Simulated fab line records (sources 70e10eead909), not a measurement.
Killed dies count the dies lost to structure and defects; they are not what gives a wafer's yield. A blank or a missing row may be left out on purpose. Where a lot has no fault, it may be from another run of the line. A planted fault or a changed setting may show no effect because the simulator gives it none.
Which tool was responsible? + flow nand harc + 14 lots, 42 wafers sampled, at 5 steps of a route of 1302

WHAT THE GAUGES READ, wafer by wafer
NHARC_THIN_TSV_CD_MEAS_33: the cd target is 5000 nm.
| lot  | measured     | on        | cd nm (nm)     |
|------|--------------|-----------|----------------|
| L255 | day 24 10:13 | cd sem-03 | 5004 4999 4999 |
| L257 | day 24 11:36 | cd sem-03 | 5003 5001 5001 |
| L256 | day 24 15:11 | cd sem-01 | 5000 5002 5004 |
| L258 | day 26 01:44 | cd sem-03 | 5004 5004 4997 |
| L261 | day 26 09:35 | cd sem-03 | 4999 4998 4999 |
| L259 | day 27 04:31 | cd sem-01 | 4998 5001 4996 |
| L260 | day 27 05:29 | cd sem-02 | 4995 4997 4996 |
| L263 | day 27 06:34 | cd sem-01 | 5001 4999 4995 |
| L265 | day 28 07:08 | cd sem-03 | 5003 5001 4999 |
| L266 | day 29 07:34 | cd sem-03 | 5004 5003 5007 |
| L268 | day 29 12:26 | cd sem-01 | 4999 4997 4998 |
| L267 | day 29 08:38 | cd sem-02 | 5000 4999 5000 |
| L277 | day 33 07:06 | cd sem-03 | 5003 5000 4997 |
| L278 | day 33 10:49 | cd sem-01 | 5003 4996 4998 |

NHARC_END_SORT_01.
| lot  | measured     | on        | killed at array | killed at other | killed at periphery | killed dies | killed open | killed short |
|------|--------------|-----------|-----------------|-----------------|---------------------|-------------|-------------|--------------|
| L268 | day 30 00:38 | prober-01 | 119 140 122     | 0 0 1           | 8 12 7              | 127 152 130 | 1 3 4       | 0 3 1        |
| L267 | day 29 16:46 | prober-02 | 103 157 131     | 0 0 1           | 2 2 2               | 105 159 134 | 3 0 3       | 1 1 1        |

EACH LOT AND THE TOOL THAT RAN IT (in order: tool; ch and the chambers of the sampled wafers; start)
| lot  | NHARC_A_WL_FILL_ETCHBACK_16        | NHARC_A_M1_DEGAS_29          | NHARC_THIN_TSV_DEGAS_49      |
|------|------------------------------------|------------------------------|------------------------------|
| L255 | rie diel-12 ch 0,3, day 21 03:21   | pvd sputter-01, day 23 09:41 | pvd sputter-02, day 24 07:07 |
| L257 | rie diel-01 ch 1,2,3, day 21 13:35 | pvd sputter-03, day 23 12:54 | pvd sputter-02, day 24 08:27 |
| L256 | rie diel-05 ch 0,2,3, day 21 13:39 | pvd sputter-02, day 23 14:38 | pvd sputter-03, day 24 12:04 |
| L258 | rie diel-05 ch 1,2, day 22 19:37   | pvd sputter-01, day 25 01:08 | pvd sputter-02, day 25 22:37 |
| L261 | rie diel-05 ch 1,2,3, day 22 22:43 | pvd sputter-02, day 25 05:14 | pvd sputter-03, day 26 06:26 |
| L259 | rie diel-12 ch 0,1,3, day 23 09:47 | pvd sputter-01, day 26 02:10 | pvd sputter-03, day 27 01:22 |
| L260 | rie diel-01 ch 0,1,3, day 23 16:18 | pvd sputter-03, day 26 04:47 | pvd sputter-02, day 27 02:22 |
| L263 | rie diel-05 ch 1,2,3, day 23 16:19 | pvd sputter-01, day 26 05:44 | pvd sputter-02, day 27 03:33 |
| L265 | rie diel-05 ch 1,2,3, day 25 06:26 | pvd sputter-01, day 27 07:02 | pvd sputter-01, day 28 04:08 |
| L266 | rie diel-01 ch 0,3, day 25 20:13   | pvd sputter-03, day 28 04:37 | pvd sputter-01, day 29 04:16 |
| L268 | rie diel-01 ch 0,1, day 26 06:16   | pvd sputter-01, day 28 11:42 | pvd sputter-03, day 29 09:26 |
| L267 | rie diel-01 ch 0,1,2, day 26 06:20 | pvd sputter-01, day 28 06:21 | pvd sputter-03, day 29 05:31 |
| L277 | rie diel-01 ch 2,3, day 30 05:50   | pvd sputter-02, day 32 07:00 | pvd sputter-02, day 33 04:06 |
| L278 | rie diel-01 ch 0,1,3, day 30 12:00 | pvd sputter-03, day 32 10:13 | pvd sputter-03, day 33 07:49 |
- NHARC_A_WL_FILL_ETCHBACK_16: etches the open film in C4F8/O2/Ar, target depth 120 nm, time 24 s.
- NHARC_A_M1_DEGAS_29: time 60 s.
- NHARC_THIN_TSV_DEGAS_49: time 120 s.

WHAT THE TOOLS THEMSELVES READ (means of the sampled wafers that have a number; where no wafer has one, the mark that the record gives instead)
NHARC_A_WL_FILL_ETCHBACK_16.
| lot  | tool        | oes product au (a.u.) | rf vpp V (V) |
|------|-------------|-----------------------|--------------|
| L255 | rie diel-12 | 0.93                  | 724          |
| L257 | rie diel-01 | 0.96                  | 719          |
| L256 | rie diel-05 | 0.94                  | 722          |
| L258 | rie diel-05 | 1.01                  | 725          |
| L261 | rie diel-05 | 0.99                  | 724          |
| L259 | rie diel-12 | 1.00                  | 727          |
| L260 | rie diel-01 | 0.93                  | 719          |
| L263 | rie diel-05 | 1.00                  | 724          |
| L265 | rie diel-05 | 0.99                  | 723          |
| L266 | rie diel-01 | 0.93                  | 718          |
| L268 | rie diel-01 | 1.01                  | 720          |
| L267 | rie diel-01 | 1.00                  | 720          |
| L277 | rie diel-01 | 1.00                  | 717          |
| L278 | rie diel-01 | 1.00                  | 718          |

NHARC_A_M1_DEGAS_29.
| lot  | tool           | heater power w (W) |
|------|----------------|--------------------|
| L255 | pvd sputter-01 | 302                |
| L257 | pvd sputter-03 | 365                |
| L256 | pvd sputter-02 | 342                |
| L258 | pvd sputter-01 | 342                |
| L261 | pvd sputter-02 | 360                |
| L259 | pvd sputter-01 | 334                |
| L260 | pvd sputter-03 | 361                |
| L263 | pvd sputter-01 | 314                |
| L265 | pvd sputter-01 | 310                |
| L266 | pvd sputter-03 | 323                |
| L268 | pvd sputter-01 | 314                |
| L267 | pvd sputter-01 | 344                |
| L277 | pvd sputter-02 | 348                |
| L278 | pvd sputter-03 | 346                |

NHARC_THIN_TSV_DEGAS_49.
| lot  | tool           | heater power w (W) |
|------|----------------|--------------------|
| L255 | pvd sputter-02 | 488                |
| L257 | pvd sputter-02 | 476                |
| L256 | pvd sputter-03 | 492                |
| L258 | pvd sputter-02 | 509                |
| L261 | pvd sputter-03 | 535                |
| L259 | pvd sputter-03 | 542                |
| L260 | pvd sputter-02 | 457                |
| L263 | pvd sputter-02 | 459                |
| L265 | pvd sputter-01 | 445                |
| L266 | pvd sputter-01 | 475                |
| L268 | pvd sputter-03 | 459                |
| L267 | pvd sputter-03 | 507                |
| L277 | pvd sputter-02 | 477                |
| L278 | pvd sputter-03 | 497                |

THE ANSWER, worked out from the rows above alone
Rule: what is usual is taken from the lots themselves. The widest of any qualifying gaps counts: lots, ordered by their means at a reading, are off when they make up no more than a third of the lots, leave a main group of 4 or more, and stand apart from it by 3 or more times the standard deviation of that group's means. Not used: any main group whose means are identical at the precision the tables above print for the reading. Also off: a lot with no number at a reading for which 4 or more lots have one. All remaining lots with rows at the step are treated as sound. Order of review: gauges by route order, followed by the tools' own readings, for which a lot's mean as printed above is used. At the first step where some lot is off, the reading lying furthest off is the one used; lots without a number count as furthest.
Nothing can be told from this: no lot is off at any reading shown.

WHAT THE SIMULATOR PUT IN
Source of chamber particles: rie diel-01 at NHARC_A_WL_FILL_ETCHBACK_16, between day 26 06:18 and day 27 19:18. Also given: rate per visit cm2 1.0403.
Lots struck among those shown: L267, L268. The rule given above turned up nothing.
